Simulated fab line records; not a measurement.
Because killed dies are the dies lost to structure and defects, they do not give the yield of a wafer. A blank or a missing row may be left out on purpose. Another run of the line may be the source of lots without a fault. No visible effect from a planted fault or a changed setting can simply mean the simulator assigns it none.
fab line records | flow n5-finfet | part 1 of 2: steps 1 to 4 of 6
record lots=21 | wafers=63 | last-day=19
route steps=1938 shown WELL_APT@46 PMOS_HMC_CHANNEL_EPI@82 FIN_SAQP@102 SD_EPI_P@310
lots that met no fault: taken from a fault-free run of the same line
start-h: start of the lot's first displayed wafer, in hours after the record's first day | wait-h: how many hours have passed since the lot's step before this one | " unchanged from the row above | L1.1+2: several wafers, shown together as one row | - no value, or no start given | * or withheld: withheld | < > ~ a bound
route shown NAME@n: names a module that has steps shown in the file, with the first one's number in the route | usual: mean and standard deviation over wafers with no fault | same: alike in all rows | chamber/n: place in a boat | sites: each site's reading | _std_site: how widely they spread, as a standard deviation | _edge_site: outer sites' mean less inner sites' | radius-mm: for every site, how far away it sits from the centre of the wafer | mask NAME#n: copy n | behind: the most recent tool/chamber to have shaped the wafer | hold: reason for holding the lot/hours on hold/outcome of the hold | device: transistor that didn't switch, given as n, p or np | end of line: tests run on the same wafers once the route is complete | a step with no rows: only its recipe | killed: at the first sort, the dies lost to defects and structure; wafer yield is something else | map: a wafer's dies, marking killed ones x, the rest . and places with no die _
set.NAME: the setting that was run; set.NAME@STEP: the one run at that earlier step | model.NAME: the simulator's own value behind a step, which no gauge read
route steps across a sampled set of lots; one table per step, one row per wafer
services: a tool's chamber out of use, with start hour (start-h, from the record's first day; less than 0 if before it), hours out, and reason
## steps
# step N5_WELL_APT_DESCUM_30
# recipe chemistry=O2 | time-s=7.9 | source-power-w=50 | bias-power-w=20 | pressure-mtorr=20 | rf-frequency-hz=2.712e+07 | temp-c=40 | o2-flow-sccm=225
# usual bias-power-w=20.00/0.062 | drypump-motor-current-A=5.6/0.5 | oes-product-au=0.77/0.078 | rf-vpp-V=243.7/1.1 | showerhead-plenum-p-Torr=2.13/0.061 | throttle-valve-pct=20.4/0.33
# same time-s=7.9
lot.wafer | tool        | chamber | start-h | wait-h | bias-power-w | drypump-motor-current-A | oes-product-au | rf-hours-counter-h | rf-vpp-V | showerhead-plenum-p-Torr | throttle-valve-pct
L074.1    | rie-diel-05 | 1       | 14.98   | 0.0    | 19.95        | 4.9                     | 0.75           | 130                | 244.0    | 2.10                     | 20.1
L074.5    | "           | 0       | "       | "      | 20.03        | 6.3                     | 0.86           | -                  | 243.4    | 2.00                     | 20.0
L074.6    | "           | 1       | "       | "      | 20.06        | 4.9                     | 0.75           | -                  | 243.6    | 2.10                     | 20.1
L075.2    | rie-diel-02 | 2       | 21.16   | 0.0    | 19.98        | 5.1                     | 0.75           | 139                | 246.2    | 2.19                     | 20.5
L075.5    | "           | 2       | "       | "      | 20.06        | 5.1                     | 0.76           | -                  | 245.4    | 2.19                     | 20.5
L075.6    | "           | 3       | "       | "      | 20.01        | 5.3                     | 0.71           | -                  | 244.4    | 2.18                     | 20.8
L076.4    | rie-diel-06 | 1       | 27.60   | 0.0    | 20.03        | 6.5                     | 0.93           | 26                 | 242.1    | 2.14                     | 19.9
L076.5    | "           | 3       | "       | "      | 20.02        | 4.8                     | 0.71           | -                  | 241.7    | 2.07                     | 20.2
L076.6    | "           | 0       | "       | "      | 20.08        | 5.3                     | 0.80           | -                  | 245.5    | 2.16                     | 20.4
L077.1    | rie-diel-05 | 0       | 32.90   | 0.0    | 20.05        | 6.3                     | 0.85           | 70                 | 243.4    | 2.00                     | 20.0
L077.3    | "           | 1       | "       | "      | 19.99        | 4.9                     | 0.74           | 135                | 242.4    | 2.10                     | 20.1
L077.6    | "           | 1       | "       | "      | 20.05        | 4.9                     | 0.74           | -                  | 242.7    | 2.10                     | 20.1
L078.4    | rie-diel-02 | 2       | 38.93   | 0.0    | 19.99        | 5.1                     | 0.75           | 146                | 243.9    | 2.19                     | 20.5
L078.5    | "           | 1       | "       | "      | 20.03        | 5.8                     | 0.83           | -                  | 242.5    | 2.14                     | 20.7
L078.6    | "           | 0       | "       | "      | 20.06        | 6.2                     | 0.74           | -                  | 243.7    | 2.19                     | 20.9
L080.3    | rie-diel-02 | 2       | 51.14   | 0.0    | 19.92        | 5.1                     | 0.74           | 150                | 243.9    | 2.19                     | 20.5
L080.4    | "           | 3       | "       | "      | 19.99        | 5.3                     | 0.71           | 205                | 245.0    | 2.18                     | 20.8
L080.5    | "           | 2       | "       | "      | 19.93        | 5.1                     | 0.73           | -                  | 245.0    | 2.19                     | 20.6
L081.2    | rie-diel-02 | 2       | 57.01   | 0.0    | 20.03        | 5.1                     | 0.74           | 152                | 245.9    | 2.19                     | 20.5
L081.3    | "           | 1       | "       | "      | 19.91        | 5.8                     | 0.81           | 90                 | 243.0    | 2.14                     | 20.8
L081.5    | "           | 0       | "       | "      | 19.97        | 6.2                     | 0.73           | -                  | 243.7    | 2.19                     | 20.9
L082.2    | rie-diel-02 | 0       | 63.25   | 0.2    | 20.06        | 6.2                     | 0.72           | 176                | 245.9    | 2.19                     | 20.9
L082.3    | "           | 3       | "       | "      | 20.17        | 5.3                     | 0.70           | 210                | 244.9    | 2.18                     | 20.8
L082.6    | "           | 3       | "       | "      | 20.13        | 5.3                     | 0.69           | -                  | 244.6    | 2.18                     | 20.8
L083.3    | rie-diel-02 | 3       | 69.38   | 0.0    | 20.10        | 5.3                     | 0.69           | 211                | 244.9    | 2.18                     | 20.8
L083.4    | "           | 2       | "       | "      | 20.01        | 5.1                     | 0.72           | 156                | 244.6    | 2.18                     | 20.6
L083.5    | "           | 2       | "       | "      | 19.95        | 5.1                     | 0.73           | -                  | 243.1    | 2.18                     | 20.6
L084.1    | rie-diel-05 | 1       | 75.72   | 0.6    | 20.04        | 4.9                     | 0.74           | 151                | 243.3    | 2.10                     | 20.1
L084.4    | "           | 3       | "       | "      | 20.03        | 5.6                     | 0.71           | 202                | 243.2    | 2.18                     | 20.5
L084.6    | "           | 3       | "       | "      | 19.97        | 5.6                     | 0.71           | -                  | 244.6    | 2.18                     | 20.5
L085.1    | rie-diel-02 | 2       | 81.49   | 0.0    | 20.04        | 5.1                     | 0.73           | 161                | 243.1    | 2.18                     | 20.6
L085.4    | "           | 1       | "       | "      | 20.04        | 5.7                     | 0.81           | 100                | 245.4    | 2.13                     | 20.8
L085.6    | "           | 2       | "       | "      | 20.00        | 5.1                     | 0.72           | -                  | 243.2    | 2.18                     | 20.5
L086.1    | rie-diel-06 | 3       | 87.05   | 0.0    | 20.06        | 4.8                     | 1.01           | 2                  | 243.7    | 2.06                     | 19.9
L086.2    | "           | 1       | "       | "      | 20.08        | 6.5                     | 0.90           | 45                 | 246.2    | 2.13                     | 19.9
L086.3    | "           | 0       | "       | "      | 19.92        | 5.3                     | 0.77           | 145                | 246.0    | 2.15                     | 20.4
L088.1    | rie-diel-06 | 0       | 98.91   | 0.0    | 19.90        | 5.3                     | 0.76           | 150                | 245.0    | 2.15                     | 20.4
L088.3    | "           | 3       | "       | "      | 20.01        | 4.8                     | 0.98           | 4                  | 241.9    | 2.06                     | 19.9
L088.5    | "           | 0       | "       | "      | 19.93        | 5.3                     | 0.76           | -                  | 245.1    | 2.15                     | 20.4
L089.2    | rie-diel-02 | 3       | 105.11  | 0.0    | 20.02        | 5.3                     | 0.69           | 223                | 244.2    | 2.17                     | 20.8
L089.3    | "           | 1       | "       | "      | 19.90        | 5.7                     | 0.79           | 108                | 243.6    | 2.13                     | 20.8
L089.6    | "           | 3       | "       | "      | 19.96        | 5.3                     | 0.68           | -                  | 243.7    | 2.17                     | 20.8
L090.1    | rie-diel-05 | 2       | 111.55  | 0.5    | 20.06        | 5.9                     | 0.89           | 34                 | 242.4    | 2.05                     | 20.2
L090.2    | "           | 0       | "       | "      | 20.10        | 6.3                     | 0.82           | 96                 | 243.3    | 1.99                     | 20.0
L090.6    | "           | 2       | "       | "      | 20.04        | 5.9                     | 0.89           | -                  | 242.2    | 2.05                     | 20.2
L091.2    | rie-diel-05 | 0       | 117.05  | 0.0    | 19.96        | 6.3                     | 0.83           | 96                 | 243.2    | 1.99                     | 20.0
L091.3    | "           | 2       | "       | "      | 20.09        | 5.9                     | 0.89           | 35                 | 242.3    | 2.05                     | 20.2
L091.4    | "           | 1       | "       | "      | 19.98        | 4.9                     | 0.73           | 163                | 242.9    | 2.09                     | 20.2
L092.2    | rie-diel-02 | 2       | 123.09  | 0.1    | 20.09        | 5.1                     | 0.70           | 174                | 243.6    | 2.18                     | 20.6
L092.4    | "           | 1       | "       | "      | 20.01        | 5.7                     | 0.78           | 115                | 243.2    | 2.13                     | 20.8
L092.6    | "           | 2       | "       | "      | 19.96        | 5.1                     | 0.71           | -                  | 244.1    | 2.18                     | 20.6
L093.1    | rie-diel-05 | 1       | 129.62  | 0.0    | 19.94        | 4.9                     | 0.72           | 167                | 242.5    | 2.09                     | 20.2
L093.5    | "           | 3       | "       | "      | 19.92        | 5.6                     | 0.70           | -                  | 244.1    | 2.17                     | 20.6
L093.6    | "           | 2       | "       | "      | 20.08        | 5.9                     | 0.86           | -                  | 242.9    | 2.05                     | 20.2
L094.2    | rie-diel-05 | 3       | 135.27  | 0.3    | 19.91        | 5.6                     | 0.71           | 221                | 243.5    | 2.17                     | 20.5
L094.3    | "           | 1       | "       | "      | 20.04        | 4.9                     | 0.73           | 169                | 243.2    | 2.09                     | 20.1
L094.5    | "           | 1       | "       | "      | 20.03        | 4.9                     | 0.72           | -                  | 243.7    | 2.09                     | 20.2
L095.1    | rie-diel-06 | 3       | 141.31  | 0.1    | 20.03        | 4.8                     | 0.93           | 19                 | 243.3    | 2.06                     | 19.9
L095.2    | "           | 1       | "       | "      | 19.94        | 6.5                     | 0.86           | 62                 | 245.4    | 2.13                     | 20.0
L095.4    | "           | 2       | "       | "      | 19.89        | 5.4                     | 0.68           | 249                | 242.9    | 2.15                     | 20.6
L097.1    | rie-diel-06 | 0       | 153.16  | 0.0    | 19.96        | 5.3                     | 0.75           | 169                | 243.5    | 2.14                     | 20.4
L097.4    | "           | 0       | "       | "      | 19.95        | 5.3                     | 0.75           | -                  | 244.1    | 2.14                     | 20.4
L097.5    | "           | 3       | "       | "      | 19.99        | 4.8                     | 0.92           | -                  | 242.5    | 2.05                     | 19.9
# step N5_PMOS_HMC_CHANNEL_EPI_THK_MEAS_22
# recipe reads=SiGe30_of_PMOS_HMC_CHANNEL_EPI_EPI_20
# usual HMC_CMP_THK=54.1/1.2
lot.wafer | tool          | chamber | start-h | wait-h | HMC_CMP_THK[nm]
L074.1    | film-metro-02 | -       | 19.44   | -      | 51.8
L074.5    | "             | -       | "       | "      | 55.2
L074.6    | "             | -       | "       | "      | 53.9
L075.2    | film-metro-01 | -       | 25.59   | -      | 53.3
L075.5    | "             | -       | "       | "      | 53.1
L075.6    | "             | -       | "       | "      | 56.6
L076.4    | film-metro-01 | -       | 31.91   | -      | 52.9
L076.5    | "             | -       | "       | "      | 54.5
L076.6    | "             | -       | "       | "      | 54.0
L077.1    | film-metro-02 | -       | 37.54   | -      | 53.8
L077.3    | "             | -       | "       | "      | 53.3
L077.6    | "             | -       | "       | "      | 55.0
L078.4    | film-metro-02 | -       | 43.79   | -      | 52.2
L078.5    | "             | -       | "       | "      | 54.4
L078.6    | "             | -       | "       | "      | 55.1
L080.3    | film-metro-02 | -       | 55.85   | -      | 52.0
L080.4    | "             | -       | "       | "      | 55.2
L080.5    | "             | -       | "       | "      | 54.4
L081.2    | film-metro-01 | -       | 61.96   | -      | 52.5
L081.3    | "             | -       | "       | "      | 54.3
L081.5    | "             | -       | "       | "      | 55.3
L082.2    | film-metro-02 | -       | 67.67   | -      | 52.4
L082.3    | "             | -       | "       | "      | 56.5
L082.6    | "             | -       | "       | "      | 53.2
L083.3    | film-metro-01 | -       | 74.03   | -      | 54.0
L083.4    | "             | -       | "       | "      | 53.4
L083.5    | "             | -       | "       | "      | 53.3
L084.1    | film-metro-01 | -       | 80.28   | -      | 53.3
L084.4    | "             | -       | "       | "      | 54.3
L084.6    | "             | -       | "       | "      | 54.4
L085.1    | film-metro-01 | -       | 86.40   | -      | 52.7
L085.4    | "             | -       | "       | "      | 53.0
L085.6    | "             | -       | "       | "      | 52.5
L086.1    | film-metro-01 | -       | 91.85   | -      | 53.3
L086.2    | "             | -       | "       | "      | 56.2
L086.3    | "             | -       | "       | "      | 53.8
L088.1    | film-metro-01 | -       | 103.25  | -      | 53.7
L088.3    | "             | -       | "       | "      | 54.1
L088.5    | "             | -       | "       | "      | 54.2
L089.2    | film-metro-02 | -       | 109.76  | -      | 55.7
L089.3    | "             | -       | "       | "      | 54.7
L089.6    | "             | -       | "       | "      | 54.5
L090.1    | film-metro-01 | -       | 115.87  | -      | 54.3
L090.2    | "             | -       | "       | "      | 55.4
L090.6    | "             | -       | "       | "      | 53.9
L091.2    | film-metro-01 | -       | 121.35  | -      | 55.4
L091.3    | "             | -       | "       | "      | 54.3
L091.4    | "             | -       | "       | "      | 54.5
L092.2    | film-metro-01 | -       | 128.47  | -      | 55.6
L092.4    | "             | -       | "       | "      | 51.2
L092.6    | "             | -       | "       | "      | 54.4
L093.1    | film-metro-02 | -       | 134.52  | -      | 54.1
L093.5    | "             | -       | "       | "      | 54.7
L093.6    | "             | -       | "       | "      | 52.6
L094.2    | film-metro-01 | -       | 140.13  | -      | 54.5
L094.3    | "             | -       | "       | "      | 52.7
L094.5    | "             | -       | "       | "      | 55.8
L095.1    | film-metro-01 | -       | 145.86  | -      | 56.1
L095.2    | "             | -       | "       | "      | 54.1
L095.4    | "             | -       | "       | "      | 54.5
L097.1    | film-metro-02 | -       | 157.69  | -      | 53.1
L097.4    | "             | -       | "       | "      | 54.9
L097.5    | "             | -       | "       | "      | 56.1
# step N5_FIN_SAQP_HM_DEP_72
# recipe material=SiO2 | target-thk-a=120 | temp-c=400 | precursor=SiH4/N2O | pressure-torr=0.75 | rf-w=275 | time-s=7.2
# usual heater-power-outer-w=481/83 | heater-power-w=775/120 | showerhead-plenum-p-Torr=8.05/0.16
# same time-s=7.2
lot.wafer | tool     | chamber | start-h | wait-h | heater-power-outer-w | heater-power-w | showerhead-plenum-p-Torr
L074.1    | pecvd-01 | 0       | 20.89   | 0.0    | 419                  | 686            | 8.04
L074.5    | "        | 1       | "       | "      | 408                  | 655            | 8.16
L074.6    | "        | 0       | "       | "      | 420                  | 679            | 8.03
L075.2    | pecvd-01 | 1       | 27.20   | 0.0    | 369                  | 612            | 8.18
L075.5    | "        | 2       | "       | "      | 596                  | 899            | 7.78
L075.6    | "        | 1       | "       | "      | 369                  | 615            | 8.17
L076.4    | pecvd-04 | 0       | 33.43   | 0.1    | 513                  | 859            | 8.14
L076.5    | "        | 1       | "       | "      | 435                  | 718            | 8.18
L076.6    | "        | 0       | "       | "      | 520                  | 822            | 8.16
L077.1    | pecvd-01 | 2       | 38.98   | 0.0    | 594                  | 880            | 7.77
L077.3    | "        | 0       | "       | "      | 446                  | 713            | 8.04
L077.6    | "        | 2       | "       | "      | 573                  | 879            | 7.77
L078.4    | pecvd-01 | 0       | 45.35   | 0.1    | 482                  | 779            | 8.04
L078.5    | "        | 2       | "       | "      | 582                  | 919            | 7.81
L078.6    | "        | 1       | "       | "      | 372                  | 629            | 8.16
L080.3    | pecvd-03 | 1       | 57.20   | 0.0    | 591                  | 967            | 8.08
L080.4    | "        | 2       | "       | "      | 649                  | 992            | 8.29
L080.5    | "        | 0       | "       | "      | 512                  | 790            | 8.08
L081.2    | pecvd-01 | 2       | 63.31   | 0.0    | 488                  | 797            | 7.80
L081.3    | "        | 1       | "       | "      | 408                  | 647            | 8.17
L081.5    | "        | 0       | "       | "      | 445                  | 732            | 8.04
L082.2    | pecvd-01 | 2       | 69.24   | 0.0    | 506                  | 819            | 7.77
L082.3    | "        | 0       | "       | "      | 485                  | 805            | 8.02
L082.6    | "        | 1       | "       | "      | 393                  | 634            | 8.18
L083.3    | pecvd-04 | 0       | 75.48   | 0.0    | 458                  | 762            | 8.16
L083.4    | "        | 0       | "       | "      | 461                  | 763            | 8.13
L083.5    | "        | 2       | "       | "      | 429                  | 733            | 8.22
L084.1    | pecvd-01 | 2       | 81.82   | 0.0    | 547                  | 896            | 7.78
L084.4    | "        | 2       | "       | "      | 554                  | 889            | 7.78
L084.6    | "        | 1       | "       | "      | 320                  | 543            | 8.18
L085.1    | pecvd-01 | 2       | 89.57   | 0.0    | 597                  | 915            | 7.80
L085.4    | "        | 0       | "       | "      | 452                  | 741            | 8.04
L085.6    | "        | 2       | "       | "      | 582                  | 928            | 7.78
L086.1    | pecvd-03 | 2       | 94.26   | 0.0    | 638                  | 979            | 8.28
L086.2    | "        | 0       | "       | "      | 481                  | 768            | 8.08
L086.3    | "        | 1       | "       | "      | 565                  | 914            | 8.09
L088.1    | pecvd-03 | 2       | 104.67  | 0.0    | 659                  | 1005           | 8.28
L088.3    | "        | 1       | "       | "      | 551                  | 920            | 8.09
L088.5    | "        | 2       | "       | "      | 643                  | 1004           | 8.31
L089.2    | pecvd-04 | 0       | 111.23  | 0.0    | 478                  | 824            | 8.13
L089.3    | "        | 1       | "       | "      | 415                  | 670            | 8.18
L089.6    | "        | 0       | "       | "      | 499                  | 817            | 8.13
L090.1    | pecvd-01 | 2       | 117.39  | 0.0    | 587                  | 861            | 7.77
L090.2    | "        | 0       | "       | "      | 416                  | 701            | 8.01
L090.6    | "        | 1       | "       | "      | 396                  | 627            | 8.16
L091.2    | pecvd-01 | 1       | 122.82  | 0.0    | 366                  | 610            | 8.19
L091.3    | "        | 2       | "       | "      | 532                  | 846            | 7.77
L091.4    | "        | 2       | "       | "      | 519                  | 852            | 7.79
L092.2    | pecvd-03 | 1       | 129.90  | 0.0    | 541                  | 915            | 8.09
L092.4    | "        | 0       | "       | "      | 525                  | 823            | 8.10
L092.6    | "        | 0       | "       | "      | 527                  | 815            | 8.09
L093.1    | pecvd-01 | 0       | 136.10  | 0.0    | 452                  | 730            | 8.04
L093.5    | "        | 2       | "       | "      | 583                  | 896            | 7.77
L093.6    | "        | 1       | "       | "      | 363                  | 597            | 8.17
L094.2    | pecvd-01 | 0       | 141.52  | 0.0    | 485                  | 797            | 8.04
L094.3    | "        | 2       | "       | "      | 591                  | 931            | 7.79
L094.5    | "        | 0       | "       | "      | 495                  | 778            | 8.01
L095.1    | pecvd-01 | 2       | 147.26  | 0.0    | 558                  | 882            | 7.80
L095.2    | "        | 0       | "       | "      | 473                  | 764            | 8.04
L095.4    | "        | 2       | "       | "      | 578                  | 882            | 7.81
L097.1    | pecvd-01 | 0       | 159.94  | 0.0    | 489                  | 818            | 8.03
L097.4    | "        | 0       | "       | "      | 499                  | 824            | 8.05
L097.5    | "        | 2       | "       | "      | 594                  | 921            | 7.79
# step N5_FIN_SAQP_ETCH_57
# recipe chemistry=CH3F/O2 | target=SiNx | mask-material=SiO2 | target-depth-a=325 | time-s=46.4 | pressure-mtorr=30 | source-w=395 | bias-w=73 | Ar_flow_sccm=150 | CH3F_flow_sccm=30 | O2_flow_sccm=20 | ion-energy-ev=120 | ends=cleared
# usual drypump-motor-current-A=5.6/0.54 | etch-rf-on-time-s=46.6/1.3 | oes_o_777_au=0.78/0.075 | oes-product-au=0.66/0.07 | rf-vpp-V=295/7.4 | showerhead-plenum-p-Torr=2.03/0.046 | throttle-valve-pct=16.3/0.31
lot.wafer | tool        | chamber | start-h | wait-h | drypump-motor-current-A | etch-rf-on-time-s | oes_o_777_au | oes-product-au | rf-hours-counter-h | rf-vpp-V | showerhead-plenum-p-Torr | throttle-valve-pct
L074.1    | rie-diel-06 | 1       | 24.89   | 0.0    | 6.5                     | 44.5              | 0.90         | 0.78           | 25                 | 296      | 2.04                     | 15.8
L074.5    | "           | 2       | "       | "      | 5.4                     | 47.4              | 0.72         | 0.60           | -                  | 301      | 2.04                     | 16.4
L074.6    | "           | 1       | "       | "      | 6.5                     | 44.9              | 0.89         | 0.78           | -                  | 296      | 2.04                     | 15.8
L075.2    | rie-diel-05 | 1       | 29.71   | 0.0    | 4.9                     | 48.3              | 0.70         | 0.63           | 134                | 291      | 2.03                     | 16.2
L075.5    | "           | 0       | "       | "      | 6.3                     | 45.9              | 0.83         | 0.73           | -                  | 286      | 1.95                     | 16.2
L075.6    | "           | 1       | "       | "      | 4.9                     | 48.9              | 0.70         | 0.63           | -                  | 291      | 2.03                     | 16.2
L076.4    | rie-diel-06 | 0       | 36.25   | 0.1    | 5.3                     | 47.1              | 0.76         | 0.67           | 128                | 287      | 2.10                     | 16.5
L076.5    | "           | 0       | "       | "      | 5.3                     | 47.2              | 0.77         | 0.66           | -                  | 286      | 2.09                     | 16.5
L076.6    | "           | 1       | "       | "      | 6.5                     | 45.1              | 0.90         | 0.77           | -                  | 298      | 2.04                     | 15.8
L077.1    | rie-diel-02 | 1       | 42.60   | 0.0    | 5.7                     | 44.9              | 0.83         | 0.70           | 86                 | 298      | 2.03                     | 16.5
L077.3    | "           | 0       | "       | "      | 6.2                     | 45.9              | 0.72         | 0.63           | 169                | 306      | 2.08                     | 16.7
L077.6    | "           | 1       | "       | "      | 5.7                     | 45.8              | 0.83         | 0.70           | -                  | 297      | 2.03                     | 16.5
L078.4    | rie-diel-02 | 0       | 48.33   | 0.0    | 6.2                     | 46.8              | 0.72         | 0.62           | 171                | 306      | 2.08                     | 16.7
L078.5    | "           | 3       | "       | "      | 5.3                     | 47.4              | 0.73         | 0.60           | -                  | 285      | 2.06                     | 16.6
L078.6    | "           | 0       | "       | "      | 6.2                     | 47.0              | 0.72         | 0.63           | -                  | 305      | 2.08                     | 16.7
L080.3    | rie-diel-06 | 1       | 60.61   | 0.0    | 6.5                     | 45.5              | 0.88         | 0.76           | 35                 | 299      | 2.04                     | 15.8
L080.4    | "           | 2       | "       | "      | 5.5                     | 48.6              | 0.70         | 0.60           | 221                | 301      | 2.04                     | 16.5
L080.5    | "           | 3       | "       | "      | 4.8                     | 46.2              | 0.68         | 0.58           | -                  | 303      | 1.96                     | 16.2
L081.2    | rie-diel-02 | 3       | 66.03   | 0.2    | 5.3                     | 48.0              | 0.73         | 0.59           | 210                | 285      | 2.06                     | 16.7
L081.3    | "           | 1       | "       | "      | 5.7                     | 45.4              | 0.82         | 0.69           | 94                 | 299      | 2.03                     | 16.5
L081.5    | "           | 3       | "       | "      | 5.3                     | 48.7              | 0.73         | 0.59           | -                  | 283      | 2.06                     | 16.7
L082.2    | rie-diel-06 | 1       | 71.86   | 0.0    | 6.4                     | 44.4              | 0.87         | 0.76           | 41                 | 298      | 2.04                     | 15.8
L082.3    | "           | 0       | "       | "      | 5.3                     | 46.8              | 0.76         | 0.65           | 141                | 286      | 2.09                     | 16.5
L082.6    | "           | 0       | "       | "      | 5.3                     | 47.0              | 0.76         | 0.66           | -                  | 287      | 2.09                     | 16.5
L083.3    | rie-diel-02 | 2       | 78.19   | 0.0    | 5.1                     | 44.6              | 0.77         | 0.64           | 159                | 295      | 2.08                     | 16.4
L083.4    | "           | 1       | "       | "      | 5.8                     | 45.8              | 0.82         | 0.69           | 98                 | 297      | 2.03                     | 16.5
L083.5    | "           | 3       | "       | "      | 5.3                     | 47.9              | 0.73         | 0.59           | -                  | 283      | 2.06                     | 16.7
L084.1    | rie-diel-05 | 2       | 84.42   | 0.0    | 5.9                     | 46.2              | 0.90         | 0.76           | 25                 | 281      | 1.97                     | 16.1
L084.4    | "           | 1       | "       | "      | 4.9                     | 48.0              | 0.69         | 0.61           | 153                | 290      | 2.02                     | 16.2
L084.6    | "           | 3       | "       | "      | 5.6                     | 46.5              | 0.72         | 0.62           | -                  | 301      | 2.06                     | 16.3
L085.1    | rie-diel-06 | 1       | 93.87   | 0.1    | 6.5                     | 44.0              | 0.86         | 0.75           | 48                 | 298      | 2.03                     | 15.8
L085.4    | "           | 0       | "       | "      | 5.3                     | 47.6              | 0.75         | 0.64           | -                  | 288      | 2.09                     | 16.5
L085.6    | "           | 1       | "       | "      | 6.4                     | 45.0              | 0.85         | 0.75           | -                  | 297      | 2.03                     | 15.8
L086.1    | rie-diel-06 | 3       | 97.79   | 0.0    | 4.8                     | 46.4              | 0.94         | 0.83           | 4                  | 301      | 1.96                     | 15.7
L086.2    | "           | 1       | "       | "      | 6.4                     | 43.9              | 0.86         | 0.75           | 49                 | 299      | 2.03                     | 15.8
L086.3    | "           | 2       | "       | "      | 5.4                     | 46.6              | 0.70         | 0.59           | 235                | 302      | 2.03                     | 16.5
L088.1    | rie-diel-02 | 1       | 107.53  | 0.1    | 5.7                     | 45.0              | 0.81         | 0.67           | 109                | 298      | 2.02                     | 16.5
L088.3    | "           | 0       | "       | "      | 6.2                     | 47.1              | 0.71         | 0.61           | 192                | 306      | 2.07                     | 16.8
L088.5    | "           | 1       | "       | "      | 5.8                     | 45.4              | 0.81         | 0.67           | -                  | 297      | 2.02                     | 16.5
L089.2    | rie-diel-02 | 3       | 114.39  | 0.0    | 5.3                     | 47.8              | 0.72         | 0.58           | 227                | 281      | 2.05                     | 16.7
L089.3    | "           | 0       | "       | "      | 6.2                     | 45.0              | 0.70         | 0.61           | 196                | 305      | 2.07                     | 16.8
L089.6    | "           | 2       | "       | "      | 5.1                     | 45.8              | 0.75         | 0.63           | -                  | 292      | 2.08                     | 16.5
L090.1    | rie-diel-02 | 0       | 119.86  | 0.0    | 6.1                     | 46.7              | 0.70         | 0.60           | 197                | 306      | 2.07                     | 16.7
L090.2    | "           | 2       | "       | "      | 5.1                     | 45.4              | 0.75         | 0.62           | 173                | 293      | 2.08                     | 16.5
L090.6    | "           | 0       | "       | "      | 6.2                     | 47.5              | 0.70         | 0.61           | -                  | 305      | 2.07                     | 16.8
L091.2    | rie-diel-05 | 0       | 126.06  | 0.0    | 6.3                     | 45.6              | 0.80         | 0.69           | 99                 | 286      | 1.94                     | 16.3
L091.3    | "           | 2       | "       | "      | 5.9                     | 47.0              | 0.88         | 0.74           | 37                 | 283      | 1.96                     | 16.1
L091.4    | "           | 1       | "       | "      | 4.9                     | 48.3              | 0.68         | 0.60           | 165                | 291      | 2.02                     | 16.3
L092.2    | rie-diel-06 | 0       | 132.62  | 0.0    | 5.3                     | 46.9              | 0.74         | 0.65           | 161                | 287      | 2.08                     | 16.6
L092.4    | "           | 1       | "       | "      | 6.5                     | 45.9              | 0.83         | 0.73           | 60                 | 298      | 2.03                     | 15.8
L092.6    | "           | 0       | "       | "      | 5.3                     | 49.0              | 0.75         | 0.65           | -                  | 287      | 2.08                     | 16.6
L093.1    | rie-diel-05 | 2       | 139.06  | 0.2    | 5.9                     | 46.3              | 0.87         | 0.74           | 43                 | 284      | 1.96                     | 16.1
L093.5    | "           | 2       | "       | "      | 5.9                     | 48.6              | 0.87         | 0.74           | -                  | 282      | 1.96                     | 16.1
L093.6    | "           | 1       | "       | "      | 4.9                     | 48.0              | 0.67         | 0.60           | -                  | 293      | 2.02                     | 16.3
L094.2    | rie-diel-06 | 1       | 145.69  | 0.1    | 6.5                     | 44.4              | 0.84         | 0.72           | 63                 | 298      | 2.03                     | 15.9
L094.3    | "           | 3       | "       | "      | 4.8                     | 46.7              | 0.90         | 0.78           | 20                 | 302      | 1.96                     | 15.8
L094.5    | "           | 3       | "       | "      | 4.8                     | 45.9              | 0.90         | 0.78           | -                  | 300      | 1.96                     | 15.8
L095.1    | rie-diel-02 | 0       | 150.19  | 0.1    | 6.2                     | 46.0              | 0.70         | 0.61           | 209                | 305      | 2.07                     | 16.8
L095.2    | "           | 2       | "       | "      | 5.1                     | 46.0              | 0.75         | 0.62           | 184                | 293      | 2.08                     | 16.5
L095.4    | "           | 3       | "       | "      | 5.3                     | 47.6              | 0.71         | 0.57           | 240                | 282      | 2.05                     | 16.7
L097.1    | rie-diel-06 | 0       | 163.53  | 0.3    | 5.3                     | 47.8              | 0.73         | 0.63           | 173                | 286      | 2.08                     | 16.6
L097.4    | "           | 2       | "       | "      | 5.4                     | 45.8              | 0.96         | 0.84           | 2                  | 301      | 2.03                     | 16.1
L097.5    | "           | 3       | "       | "      | 4.8                     | 47.5              | 0.88         | 0.77           | -                  | 302      | 1.95                     | 15.8
